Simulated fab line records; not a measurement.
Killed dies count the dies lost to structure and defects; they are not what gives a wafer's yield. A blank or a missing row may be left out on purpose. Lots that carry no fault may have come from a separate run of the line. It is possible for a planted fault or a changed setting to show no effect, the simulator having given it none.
fab line records	flow n5_finfet
[record] lots = 5	wafers = 15	last_day = 17
route steps=1938 shown FIN_SAQP@108 PASSIVATION@1936
lots that met no fault: from a run of the same line without faults
start_h: hours from the record's opening day to when the first of the lot's shown wafers began	wait_h: time in hours since the lot's previous step	" identical to the entry in the row above	L1.1+2: one row covering several wafers at once	- no value, or no start was given	* or withheld: withheld	< > ~ a bound
route shown NAME@n: NAME is a module with steps in the file, n the number in the route of the first one	usual: mean/standard deviation taken from wafers without a fault	same: alike in all rows	chamber/n: place in a boat	sites: per-site readings	_std_site: the values' standard deviation	_edge_site: outer sites' mean less inner sites'	radius_mm: how far each site lies from the wafer's centre	mask NAME#n: copy n	behind: the last tool/chamber to shape the wafer	hold: cause of the lot's hold/its duration in hours/its outcome	device: whichever transistor did not switch (one of n, p or np)	end of line: the tests these same wafers got at the end of their route	for a step that has no rows: nothing shown but its recipe	killed: the dies lost at the first sort to structure and to defects; this is not the yield of the wafer	map: a wafer's dies, marking killed ones x, the rest . and places with no die _
set.NAME: the setting that was run; set.NAME@STEP: the one run at that earlier step	model.NAME: the simulator's own value behind a step, which no gauge read
certain route steps with their lots: each step a table, each wafer a row
services: a tool's chamber out of use, with start hour (start_h, from the record's first day; less than 0 if before it), hours out, and reason
[[steps]]
[step N5_FIN_SAQP_EXPOSE_13]
[recipe] mask_id = FIN_CORE	na = 1.35	source_shape = dipole	sigma_inner = 0.538	sigma_outer = 0.738	polarization = te	target_cd_nm = 35.6	dose_mj = 63.25
[step N5_FIN_SAQP_PEB_14]
[recipe] peb_temp_c = withheld	peb_time_s = 60	resist = CAR-ArF
[step N5_FIN_SAQP_DEVELOP_15]
[recipe] develop_time_s = 30	developer = TMAH	resist = CAR-ArF	dev_temp_c = 23	rinse_liquid = diw	dry = air_spin
[step N5_FIN_SAQP_CD_MEAS_16]
[recipe] target_cd_nm = 35.6	landing_energy_ev = 500	detector = se_inlens
[usual] cd_nm = 35.7/0.37
[same] landing_energy_ev = 500
lot.wafer	tool	chamber	start_h	wait_h	cd_nm
L450.1	cd_sem-01	0	23.53	-	35.7
L450.2	"	0	"	"	35.8
L450.6	"	0	"	"	35.4
L457.1	cd_sem-01	0	64.45	-	36.4
L457.3	"	0	"	"	36.1
L457.4	"	0	"	"	36.0
L467.2	cd_sem-02	0	124.03	-	35.3
L467.4	"	0	"	"	35.9
L467.5	"	0	"	"	35.5
L468.2	cd_sem-02	0	129.59	-	36.0
L468.3	"	0	"	"	35.3
L468.6	"	0	"	"	35.2
L471.1	cd_sem-01	0	150.33	-	36.2
L471.3	"	0	"	"	36.5
L471.6	"	0	"	"	36.4
[step N5_FIN_SAQP_OVL_MEAS_17]
[recipe] points_per_wafer = 44
[usual] FIN_CORE_OVL = 0.1/0.86
lot.wafer	tool	chamber	start_h	wait_h	FIN_CORE_OVL[nm]
L450.1	overlay-01	0	23.57	0.0	1.2
L450.2	"	0	"	"	-0.1
L450.6	"	0	"	"	0.9
L457.1	overlay-01	0	64.49	0.0	-1.1
L457.3	"	0	"	"	-0.9
L457.4	"	0	"	"	-0.8
L467.2	overlay-01	0	124.07	0.0	-0.8
L467.4	"	0	"	"	-0.6
L467.5	"	0	"	"	-0.8
L468.2	overlay-02	0	129.63	0.0	0.2
L468.3	"	0	"	"	-1.5
L468.6	"	0	"	"	-0.6
L471.1	overlay-01	0	150.38	0.0	1.0
L471.3	"	0	"	"	1.0
L471.6	"	0	"	"	-0.5
[step N5_FIN_SAQP_INSPECT_18]
[recipe] mode = adi	inspect_instrument = brightfield
[usual] raw_defect_count = 474/130
lot.wafer	tool	chamber	start_h	wait_h	raw_defect_count
L450.1	defect_inspect-01	-	23.59	0.0	662
L450.2	"	-	"	"	440
L450.6	"	-	"	"	485
L457.1	defect_inspect-01	-	64.51	0.0	357
L457.3	"	-	"	"	429
L457.4	"	-	"	"	398
L467.2	defect_inspect-01	-	124.09	0.0	558
L467.4	"	-	"	"	499
L467.5	"	-	"	"	469
L468.2	defect_inspect-02	-	129.65	0.0	893
L468.3	"	-	"	"	827
L468.6	"	-	"	"	645
L471.1	defect_inspect-01	-	150.40	0.0	461
L471.3	"	-	"	"	396
L471.6	"	-	"	"	602
[step N5_FIN_SAQP_DESCUM_21]
[recipe] chemistry = O2	time_s = 7.9	source_power_w = 50	bias_power_w = 20	pressure_mtorr = 20	rf_frequency_hz = 2.712e+07	temp_c = 40	resist = CAR-ArF	o2_flow_sccm = 225
[usual] drypump_motor_current_A = 5.7/0.41	o2_flow_sccm = 225.0/0.61	oes_product_au = 0.80/0.099	rf_vpp_V = 243.6/1.2	showerhead_plenum_p_Torr = 2.13/0.062	throttle_valve_pct = 20.46/0.18
lot.wafer	tool	chamber	start_h	wait_h	drypump_motor_current_A	o2_flow_sccm	oes_product_au	rf_hours_counter_h	rf_vpp_V	showerhead_plenum_p_Torr	throttle_valve_pct
L450.1	rie_diel-06	3	23.64	0.1	5.1	223.9	0.72	217	245.1	2.17	20.69
L450.2	"	0	"	"	5.3	225.0	0.78	119	242.3	2.10	20.56
L450.6	"	0	"	"	5.3	225.4	0.78	-	242.5	2.11	20.56
L457.1	rie_diel-01	0	64.54	0.0	5.4	224.5	0.94	20	244.4	2.16	20.33
L457.3	"	3	"	"	5.6	224.9	0.72	175	245.6	2.18	20.63
L457.4	"	2	"	"	4.9	225.0	0.67	245	244.3	2.17	20.63
L467.2	rie_diel-06	0	124.13	0.0	5.3	225.0	0.76	148	244.2	2.09	20.63
L467.4	"	2	"	"	5.3	224.5	0.88	38	244.7	2.22	20.23
L467.5	"	0	"	"	5.3	224.8	0.75	-	243.9	2.10	20.62
L468.2	rie_diel-01	3	130.59	0.9	5.6	226.2	0.70	203	245.5	2.17	20.67
L468.3	"	0	"	"	5.4	224.0	0.88	44	243.9	2.15	20.39
L468.6	"	1	"	"	6.1	224.9	0.86	-	244.2	2.13	20.44
L471.1	rie_diel-05	3	150.58	0.2	6.3	224.6	0.69	235	245.8	2.14	20.48
L471.3	"	2	"	"	5.8	225.6	0.89	39	242.5	2.05	20.61
L471.6	"	3	"	"	6.3	225.4	0.68	-	245.4	2.13	20.48
[step N5_FIN_SAQP_ETCH_51]
[recipe] chemistry = CF4	target = SiARC	target_depth_a = 455	mask_material = CAR-ArF	time_s = 75.8	ion_energy_ev = 80	pressure_mtorr = 40	source_w = 545	bias_w = 36	Ar_flow_sccm = 100	cf4_flow_sccm = 100	ends = cleared
[usual] drypump_motor_current_A = 5.7/0.41	etch_rf_on_time_s = 74.8/1.5	oes_product_au = 0.69/0.086	rf_vpp_V = 184.4/0.93	showerhead_plenum_p_Torr = 2.17/0.054	throttle_valve_pct = 15.59/0.22
lot.wafer	tool	chamber	start_h	wait_h	drypump_motor_current_A	etch_rf_on_time_s	oes_product_au	rf_hours_counter_h	rf_vpp_V	showerhead_plenum_p_Torr	throttle_valve_pct
L450.1	rie_diel-06	3	23.68	0.0	5.1	75.7	0.62	217	185.3	2.22	15.85
L450.2	"	0	"	"	5.3	75.5	0.67	119	184.3	2.16	15.70
L450.6	"	0	"	"	5.3	75.1	0.67	-	183.7	2.16	15.72
L457.1	rie_diel-01	0	64.58	0.0	5.4	73.7	0.81	21	186.2	2.18	15.33
L457.3	"	3	"	"	5.6	75.8	0.61	175	185.9	2.22	15.77
L457.4	"	2	"	"	4.9	74.7	0.59	245	185.3	2.18	15.66
L467.2	rie_diel-06	0	124.16	0.0	5.3	75.9	0.64	148	184.1	2.15	15.78
L467.4	"	2	"	"	5.2	76.6	0.74	38	186.3	2.25	15.33
L467.5	"	0	"	"	5.3	75.8	0.65	-	184.4	2.15	15.75
L468.2	rie_diel-01	3	130.63	0.0	5.6	74.9	0.60	203	185.8	2.21	15.84
L468.3	"	0	"	"	5.4	72.4	0.77	44	183.8	2.17	15.39
L468.6	"	1	"	"	6.1	72.7	0.75	-	183.7	2.18	15.57
L471.1	rie_diel-05	3	150.62	0.0	6.3	75.0	0.58	235	183.9	2.19	15.81
L471.3	"	2	"	"	5.8	73.3	0.77	39	183.7	2.09	15.65
L471.6	"	3	"	"	6.3	75.3	0.58	-	184.7	2.19	15.83
[step N5_FIN_SAQP_ETCH_52]
[recipe] chemistry = N2/H2	target = SOC	target_depth_a = 1000	overetch_a = 200	mask_material = SiARC	temp_c = 40	time_s = 150	ion_energy_ev = 200	pressure_mtorr = 30	source_w = 840	bias_w = 150	n2_flow_sccm = 200	h2_flow_sccm = 200	ends = end_point
[usual] drypump_motor_current_A = 5.7/0.41	oes_product_au = 0.72/0.084	rf_vpp_V = 524.7/2.1	showerhead_plenum_p_Torr = 2.57/0.071	throttle_valve_pct = 17.82/0.21
lot.wafer	tool	chamber	start_h	wait_h	drypump_motor_current_A	oes_product_au	rf_hours_counter_h	rf_vpp_V	showerhead_plenum_p_Torr	throttle_valve_pct
L450.1	rie_diel-06	3	23.73	0.0	5.1	0.65	217	526.3	2.61	17.94
L450.2	"	0	"	"	5.3	0.70	119	523.7	2.57	18.08
L450.6	"	0	"	"	5.3	0.70	-	524.5	2.57	18.07
L457.1	rie_diel-01	0	64.63	0.0	5.4	0.83	21	526.0	2.58	17.51
L457.3	"	3	"	"	5.6	0.65	175	527.6	2.63	17.94
L457.4	"	2	"	"	4.9	0.61	245	526.2	2.61	17.94
L467.2	rie_diel-06	0	124.22	0.0	5.4	0.68	148	525.1	2.56	18.12
L467.4	"	2	"	"	5.3	0.78	38	528.6	2.70	17.63
L467.5	"	0	"	"	5.3	0.67	-	524.3	2.56	18.13
L468.2	rie_diel-01	3	130.68	0.0	5.6	0.63	203	525.6	2.62	18.00
L468.3	"	0	"	"	5.4	0.80	44	523.6	2.57	17.57
L468.6	"	1	"	"	6.1	0.77	-	524.7	2.56	17.68
L471.1	rie_diel-05	3	150.68	0.0	6.3	0.61	235	526.6	2.63	18.07
L471.3	"	2	"	"	5.8	0.79	39	522.3	2.48	17.81
L471.6	"	3	"	"	6.3	0.61	-	526.3	2.63	18.08
[step N5_FIN_SAQP_STRIP_53]
[recipe] chemistry = N2/H2	temp_c = 40	n2_flow_sccm = 200	h2_flow_sccm = 200	rf_frequency_hz = 6e+07
[step N5_FIN_SAQP_HM_OPEN_73]
[recipe] chemistry = CHF3/O2	target = SiO2	stop_on = a-Si	target_depth_a = 120	over_etch_frac = 1.8	mask_material = SOC	time_s = 16.8	pressure_mtorr = 30	source_w = 650	bias_w = 170	Ar_flow_sccm = 200	CHF3_flow_sccm = 50	O2_flow_sccm = 5	ion_energy_ev = 200	ends = end_point
[usual] drypump_motor_current_A = 5.7/0.41	oes_f_703_au = 0.81/0.1	oes_product_au = 0.48/0.056	rf_vpp_V = 525/10	showerhead_plenum_p_Torr = 2.44/0.063	throttle_valve_pct = 18.80/0.21
lot.wafer	tool	chamber	start_h	wait_h	drypump_motor_current_A	oes_f_703_au	oes_product_au	rf_hours_counter_h	rf_vpp_V	showerhead_plenum_p_Torr	throttle_valve_pct
L450.1	rie_diel-06	3	23.84	0.0	5.1	0.72	0.43	217	538	2.49	19.06
L450.2	"	0	"	"	5.4	0.79	0.46	119	523	2.42	18.92
L450.6	"	0	"	"	5.3	0.78	0.47	-	522	2.42	18.92
L457.1	rie_diel-01	0	64.74	0.0	5.4	0.96	0.56	21	512	2.45	18.51
L457.3	"	3	"	"	5.6	0.71	0.43	175	532	2.50	18.98
L457.4	"	2	"	"	4.9	0.71	0.42	245	539	2.47	18.87
L467.2	rie_diel-06	0	124.33	0.0	5.3	0.75	0.45	148	521	2.41	18.98
L467.4	"	2	"	"	5.3	0.87	0.53	38	533	2.53	18.55
L467.5	"	0	"	"	5.4	0.76	0.45	-	521	2.41	18.98
L468.2	rie_diel-01	3	130.79	0.0	5.6	0.70	0.41	203	530	2.49	19.02
L468.3	"	0	"	"	5.4	0.92	0.52	44	510	2.44	18.55
L468.6	"	1	"	"	6.1	0.89	0.51	-	520	2.45	18.81
L471.1	rie_diel-05	3	150.78	0.0	6.3	0.69	0.42	235	517	2.47	19.01
L471.3	"	2	"	"	5.8	0.91	0.52	39	531	2.34	18.84
L471.6	"	3	"	"	6.3	0.69	0.41	-	517	2.47	19.02
[step N5_FIN_SAQP_STRIP_74]
[recipe] chemistry = CHF3/O2	resist = SiARC	rf_frequency_hz = 6e+07
[step N5_FIN_SAQP_MANDREL_ETCH_22]
[recipe] target_depth_a = 600	chemistry = HBr/Cl2	target = a-Si	stop_on = SiNx	bt_time_s = 10	over_etch_frac = 0.5	time_s = 30	pressure_mtorr = 10	icp_w = 800	bias_w = 75	HBr_flow_sccm = 150	Cl2_flow_sccm = 80	ends = end_point
[usual] drypump_motor_current_A = 6.0/0.35	oes_product_au = 0.766/0.013	throttle_valve_pct = 35.27/0.25
lot.wafer	tool	chamber	start_h	wait_h	drypump_motor_current_A	oes_product_au	rf_hours_counter_h	throttle_valve_pct	model.SOC_of_FIN_SAQP_COAT_49.thk_nm
L450.1	rie_si-06	2	23.93	0.0	6.3	0.765	119	35.24	76.53
L450.2	"	3	"	"	5.6	0.751	179	35.11	76.37
L450.6	"	3	"	"	5.6	0.773	-	35.07	76.05
L457.1	rie_si-06	0	64.83	0.0	6.1	0.780	93	35.06	75.69
L457.3	"	2	"	"	6.3	0.761	120	35.25	75.64
L457.4	"	3	"	"	5.6	0.760	180	35.07	75.6
L467.2	rie_si-06	2	124.41	0.0	6.3	0.767	122	35.24	79.62
L467.4	"	1	"	"	6.5	0.759	9	35.03	76.82
L467.5	"	1	"	"	6.5	0.764	-	35.01	77.03
L468.2	rie_si-05	3	130.87	0.0	5.5	0.765	151	35.62	76.25
L468.3	"	2	"	"	6.5	0.767	190	35.71	76.59
L468.6	"	2	"	"	6.5	0.778	-	35.70	76.54
L471.1	rie_si-03	3	150.87	0.0	5.7	0.742	101	35.63	75.87
L471.3	"	0	"	"	6.1	0.742	100	35.79	76.57
L471.6	"	1	"	"	6.2	0.775	-	35.48	76.07
[step N5_FIN_SAQP_STRIP_55]
[recipe] chemistry = N2/H2	power_w = 500	temp_c = 40	pressure_mtorr = 50	rf_frequency_hz = 6e+07	overash_fraction = 0.3	bias_power_w = 28	h2_frac = 0.5	n2_flow_sccm = 300	h2_flow_sccm = 300
[usual] drypump_motor_current_A = 5.8/0.39	oes_product_au = 0.83/0.11	rf_vpp_V = 122.1/1.3	showerhead_plenum_p_Torr = 3.39/0.087	throttle_valve_pct = 18.86/0.2
[same] overash_fraction = 0.3
lot.wafer	tool	chamber	start_h	wait_h	drypump_motor_current_A	oes_product_au	rf_hours_counter_h	rf_vpp_V	showerhead_plenum_p_Torr	throttle_valve_pct
L450.1	rie_diel-05	1	24.03	0.1	5.9	0.68	245	121.1	3.29	19.34
L450.2	"	2	"	"	5.8	0.68	247	120.7	3.30	18.98
L450.6	"	3	"	"	6.2	0.73	-	119.9	3.50	18.92
L457.1	rie_diel-05	0	64.93	0.1	5.7	0.86	53	122.9	3.44	18.73
L457.3	"	3	"	"	6.2	0.71	200	123.3	3.49	18.97
L457.4	"	0	"	"	5.7	0.85	-	121.7	3.44	18.69
L467.2	rie_diel-05	1	124.73	0.3	5.9	0.95	13	121.3	3.28	18.99
L467.4	"	0	"	"	5.8	0.82	75	120.4	3.42	18.75
L467.5	"	2	"	"	5.7	0.90	-	122.4	3.29	18.67
L468.2	rie_diel-05	1	131.03	0.1	5.9	0.93	16	121.3	3.27	18.98
L468.3	"	0	"	"	5.7	0.82	77	120.5	3.42	18.75
L468.6	"	0	"	"	5.7	0.82	-	121.6	3.42	18.75
L471.1	rie_diel-01	0	150.97	0.1	5.5	0.88	54	121.5	3.39	18.69
L471.3	"	2	"	"	4.9	0.94	17	122.2	3.44	18.74
L471.6	"	1	"	"	6.1	0.85	-	120.6	3.37	18.74
[step N5_PASSIVATION_PROBE_49]
[usual] killed_at_M0_to_M3 = 31/11	killed_at_M4_up = 14/5.1	killed_at_contacts = 12/5.6	killed_at_front_end = 42/12	killed_at_other = 3.8/2.9	killed_dies = 103/18	killed_open = 67/14	killed_short = 33/8
[same] gross_dies = 1180	killed_at_back_side = 0
lot.wafer	tool	chamber	start_h	wait_h	killed_at_M0_to_M3	killed_at_M4_up	killed_at_contacts	killed_at_front_end	killed_at_other	killed_dies	killed_open	killed_short
L450.1	prober-02	-	304.23	0.0	28	6	2	36	1	73	43	28
L450.2	prober-02	-	304.28	0.1	28	18	4	22	7	79	43	32
L450.6	prober-02	-	304.48	0.3	42	8	14	31	5	100	67	32
L457.1	prober-01	-	339.42	0.0	16	10	8	62	6	102	55	39
L467.2	prober-02	-	380.48	0.1	27	24	9	43	3	106	71	27
L467.4	prober-02	-	380.58	0.2	23	9	5	36	1	74	45	24
L467.5	prober-02	-	380.63	0.2	27	12	15	36	2	92	61	28
L468.2	prober-01	-	384.81	0.1	47	8	13	15	4	87	62	22
L468.3	prober-01	-	384.86	0.1	46	14	9	39	3	111	65	37
L468.6	prober-01	-	385.01	0.3	17	13	10	37	1	78	47	28
L471.1	prober-01	-	415.72	0.0	39	14	6	35	0	94	63	26
L471.3	prober-01	-	415.82	0.1	33	12	10	54	4	113	80	32
L471.6	prober-01	-	415.97	0.3	60	17	7	41	1	126	66	56
// killed by level:class
L450.1 FIN_SAQP:geometric_particle:open=8 STI_FIN_REVEAL:geometric_particle:open=8 BEOL_M3:geometric_particle:open=7 BEOL_M0_SAQP:geometric_particle:short=5 BEOL_M1:geometric_particle:open=5 GATE_CUT:geometric_particle:short=4 DUMMY_GATE:geometric_particle:open=3 BEOL_M1:geometric_particle:short=3
L450.2 BEOL_M0_SAQP:geometric_particle:short=7 BEOL_M4:geometric_particle:open=7 BEOL_M0_SAQP:geometric_particle:open=6 FIN_SAQP:geometric_particle:short=4 BEOL_M2:geometric_particle:open=4 MIM_TOP_ETCH:geometric_particle:short=4 STI_FIN_REVEAL:geometric_particle:open=3 MOL_CONTACT_COAG:geometric_particle:open=3
L450.6 BEOL_M0_SAQP:geometric_particle:open=12 MOL_CONTACT_COAG:geometric_particle:open=11 STI_FIN_REVEAL:geometric_particle:open=9 BEOL_M1:geometric_particle:open=9 BEOL_M0_SAQP:geometric_particle:short=8 FIN_SAQP:geometric_particle:open=6 FIN_SAQP:geometric_particle:short=6 BEOL_M2:geometric_particle:open=5
L457.1 FIN_SAQP:geometric_particle:short=11 GATE_CUT:geometric_particle:short=9 GATE_CUT:geometric_particle:open=8 HKMG_FIN:area_etch=8 FIN_SAQP:geometric_particle:open=7 MOL_CONTACT_COAG:geometric_particle:open=7 BEOL_M4:geometric_particle:open=7 STI_FIN_REVEAL:geometric_particle:open=5
L467.2 BEOL_M4:geometric_particle:open=10 FIN_SAQP:geometric_particle:open=7 MOL_CONTACT_COAG:geometric_particle:open=7 GATE_CUT:geometric_particle:short=6 BEOL_M5:geometric_particle:open=6 HKMG_FIN:area_etch=6 GATE_CUT:geometric_particle:open=5 BEOL_M0_SAQP:geometric_particle:short=5
L467.4 DUMMY_GATE:geometric_particle:open=9 FIN_SAQP:geometric_particle:open=6 FIN_SAQP:geometric_particle:short=5 HKMG_FIN:area_etch=5 GATE_CUT:geometric_particle:short=4 MOL_CONTACT_COAG:geometric_particle:open=4 BEOL_M1:geometric_particle:open=4 BEOL_M2:geometric_particle:open=4
L467.5 FIN_SAQP:geometric_particle:open=12 BEOL_M2:geometric_particle:open=10 MOL_CONTACT_COAG:geometric_particle:open=9 FIN_SAQP:geometric_particle:short=6 MOL_CONTACT_COAG:geometric_particle:short=6 BEOL_M1:geometric_particle:open=6 BEOL_M3:geometric_particle:open=5 BEOL_M4:geometric_particle:open=4
L468.2 BEOL_M2:geometric_particle:open=14 MOL_CONTACT_COAG:geometric_particle:open=13 BEOL_M1:geometric_particle:open=11 BEOL_M0_SAQP:geometric_particle:short=9 BEOL_M3:geometric_particle:open=8 PAD_METAL:geometric_particle:open=4 GATE_CUT:geometric_particle:short=3 BEOL_M0_SAQP:geometric_particle:open=3
L468.3 BEOL_M1:geometric_particle:open=14 DUMMY_GATE:geometric_particle:open=9 BEOL_M0_SAQP:geometric_particle:short=8 HKMG_FIN:area_etch=8 BEOL_M1:geometric_particle:short=7 MOL_CONTACT_COAG:geometric_particle:open=6 BEOL_M5:geometric_particle:open=6 BEOL_M3:geometric_particle:open=5
L468.6 GATE_CUT:geometric_particle:short=7 MOL_CONTACT_COAG:geometric_particle:open=7 GATE_CUT:geometric_particle:open=6 BEOL_M1:geometric_particle:open=4 BEOL_M4:geometric_particle:open=4 BEOL_M5:geometric_particle:open=4 STARTING-WAFER:geometric_particle:open=4 STI_FIN_REVEAL:geometric_particle:short=3
L471.1 BEOL_M1:geometric_particle:open=10 BEOL_M0_SAQP:geometric_particle:short=9 DUMMY_GATE:geometric_particle:open=8 BEOL_M0_SAQP:geometric_particle:open=8 FIN_SAQP:geometric_particle:short=5 FIN_SAQP:geometric_particle:open=5 MOL_CONTACT_COAG:geometric_particle:open=4 STI_FIN_REVEAL:geometric_particle:open=4
L471.3 FIN_SAQP:geometric_particle:open=17 BEOL_M0_SAQP:geometric_particle:open=13 STI_FIN_REVEAL:geometric_particle:open=9 FIN_SAQP:geometric_particle:short=8 BEOL_M4:geometric_particle:open=8 MOL_CONTACT_COAG:geometric_particle:open=7 BEOL_M0_SAQP:geometric_particle:short=7 DUMMY_GATE:geometric_particle:open=4
L471.6 BEOL_M0_SAQP:geometric_particle:short=25 BEOL_M0_SAQP:geometric_particle:open=13 FIN_SAQP:geometric_particle:open=11 FIN_SAQP:geometric_particle:short=11 BEOL_M3:geometric_particle:open=8 BEOL_M4:geometric_particle:open=7 BEOL_M4:geometric_particle:short=6 MOL_CONTACT_COAG:geometric_particle:open=6
[[services]]
tool	chamber	start_h	hours	kind
rie_si-06	0	1.52	11.6	repair
rie_diel-06	-	1.72	0.6	repair
rie_diel-01	-	11.46	14.6	pm
rie_diel-06	2	13.42	-	clean
rie_diel-06	2	13.42	-	consumable_replace:focus_ring
rie_diel-06	2	13.42	-	consumable_replace:showerhead
rie_diel-06	2	13.42	12.1	scheduled_down
rie_diel-06	2	13.42	12.1	vent_cycle
rie_si-05	-	30.51	2.8	pm
rie_diel-05	2	31.24	-	clean
rie_diel-05	2	31.24	-	consumable_replace:focus_ring
rie_diel-05	2	31.24	27.0	scheduled_down
rie_diel-06	0	33.54	14.8	repair
rie_diel-06	3	44.54	8.9	repair
rie_si-03	-	47.27	4.1	repair
rie_diel-01	2	79.53	-	clean
rie_diel-01	2	79.53	-	consumable_replace:focus_ring
rie_diel-01	2	79.53	25.2	scheduled_down
rie_diel-01	2	79.53	25.2	vent_cycle
rie_diel-05	1	89.71	3.3	repair
rie_diel-06	3	100.54	10.5	repair
rie_diel-06	-	125.58	28.1	pm
rie_diel-01	2	128.72	2.3	repair
rie_si-03	3	133.10	14.5	repair
[[key]]
first_sign none at tools or gauges
[model_effect] step = N5_FIN_SAQP_MANDREL_ETCH_22	value = SOC_of_FIN_SAQP_COAT_49.thk_nm	without = 76.28	struck = 79.62
met_at N5_FIN_SAQP_MANDREL_ETCH_22
struck_wafers L467.2
tester_left_out L467
onset_between 64.83 124.41
[fault] kind = process_parameter_drift	tool = rie_si-06	chamber = -	onset_h = 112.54	steps = N5_FIN_SAQP_MANDREL_ETCH_22	channel = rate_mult	offset = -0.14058	shape = step	end_h = 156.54	scope = struck_wafers_only
// tester_left_out: of these lots the tester's yield and bins aren't shown, on N5 and GAA mostly nor the transistor test; their killed dies are dies lost to structure and defects alone, not to doping, threshold or leakage, so they don't give the yield
